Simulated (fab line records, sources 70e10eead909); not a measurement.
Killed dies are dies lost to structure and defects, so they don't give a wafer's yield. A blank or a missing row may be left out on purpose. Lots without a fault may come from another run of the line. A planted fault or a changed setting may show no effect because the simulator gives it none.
Which tool did it? | flow nand_harc | 6 lots, 18 wafers sampled, at 4 steps of a route of 1159

WHAT THE GAUGES READ, wafer by wafer
NHARC_P_M2_CD_MEAS_09: target cd 170 nm.
lot  | measured     | on        | cd_nm (nm)
L423 | day 6 17:36  | cd_sem-02 | 169.3 169.5 170.5
L428 | day 7 16:43  | cd_sem-01 | 170.5 170.1 170.3
L431 | day 8 12:22  | cd_sem-02 | 169.5 170.1 169.5
L433 | day 9 02:02  | cd_sem-01 | 170.2 170.6 170.2
L435 | day 9 14:47  | cd_sem-03 | 170.6 169.6 169.4
L444 | day 11 09:37 | cd_sem-01 | 205.7 205.8 205.2 205.4 206.2 205.1

WHICH TOOL RAN EACH LOT (tool, then ch and the chambers of the sampled wafers, then the start)
lot  | NHARC_P_M1_PRE_CLEAN_30                 | NHARC_P_M1_DEP_33              | NHARC_P_M2_PEB_07
L423 | pvd_sputter-01, day 6 16:03 or earlier  | pecvd-03 ch 0,2, day 6 16:25   | litho_track-04 ch 0, day 6 17:32
L428 | pvd_sputter-02, day 7 14:49 or earlier  | pecvd-01 ch 0, day 7 15:23     | litho_track-01 ch 0, day 7 16:38
L431 | pvd_sputter-02, day 8 10:49 or earlier  | pecvd-03 ch 1,2, day 8 11:07   | litho_track-01 ch 0, day 8 12:17
L433 | pvd_sputter-03, day 9 00:30 or earlier  | pecvd-01 ch 0,1,2, day 9 00:50 | litho_track-06 ch 0, day 9 01:57
L435 | pvd_sputter-01, day 9 12:56 or earlier  | pecvd-01 ch 0,1,2, day 9 13:41 | litho_track-04 ch 0, day 9 14:43
L444 | pvd_sputter-03, day 11 08:04 or earlier | pecvd-03 ch 0,2, day 11 08:23  | litho_track-01 ch 0, day 11 09:32
- NHARC_P_M1_PRE_CLEAN_30: time 30 s.
- NHARC_P_M1_DEP_33: deposits SiCN, target thk 30 nm.
- NHARC_P_M2_PEB_07: peb time 65 s.

THE ANSWER, worked out from the rows above alone
Rule: what is usual is taken from the lots themselves. Put in order of their means at a reading, lots are off if they are a third of the lots or fewer, leave a main group of 4 or more, and stand apart from it by a gap of 3 or more times the standard deviation of the main group's means; of several such gaps the widest counts. A main group whose means are all the same, to the digits that the tables above print for the reading, isn't used. A lot without any number at a reading at which 4 lots or more have one is off too. The other lots that the step has rows for count as sound.
Off: L444, at NHARC_P_M2_CD_MEAS_09 (cd_nm). The main group: mean 170.0 nm, standard deviation 0.27.
A tool fits if, at a process step before that reading, it ran every lot that is off, and no sound lot after the first of them. The gauges at NHARC_P_M2_CD_MEAS_09 are tried like those tools. NHARC_P_M1_PRE_CLEAN_30 gives no start for some lots, so the hours and the order of its lots are those of NHARC_P_M1_THK_MEAS_24. Can't be told from this: 4 tools fit, pvd_sputter-03 at NHARC_P_M1_PRE_CLEAN_30, pecvd-03 at NHARC_P_M1_DEP_33, litho_track-01 at NHARC_P_M2_PEB_07, cd_sem-01 at NHARC_P_M2_CD_MEAS_09.

WHAT THE SIMULATOR HAD PUT IN
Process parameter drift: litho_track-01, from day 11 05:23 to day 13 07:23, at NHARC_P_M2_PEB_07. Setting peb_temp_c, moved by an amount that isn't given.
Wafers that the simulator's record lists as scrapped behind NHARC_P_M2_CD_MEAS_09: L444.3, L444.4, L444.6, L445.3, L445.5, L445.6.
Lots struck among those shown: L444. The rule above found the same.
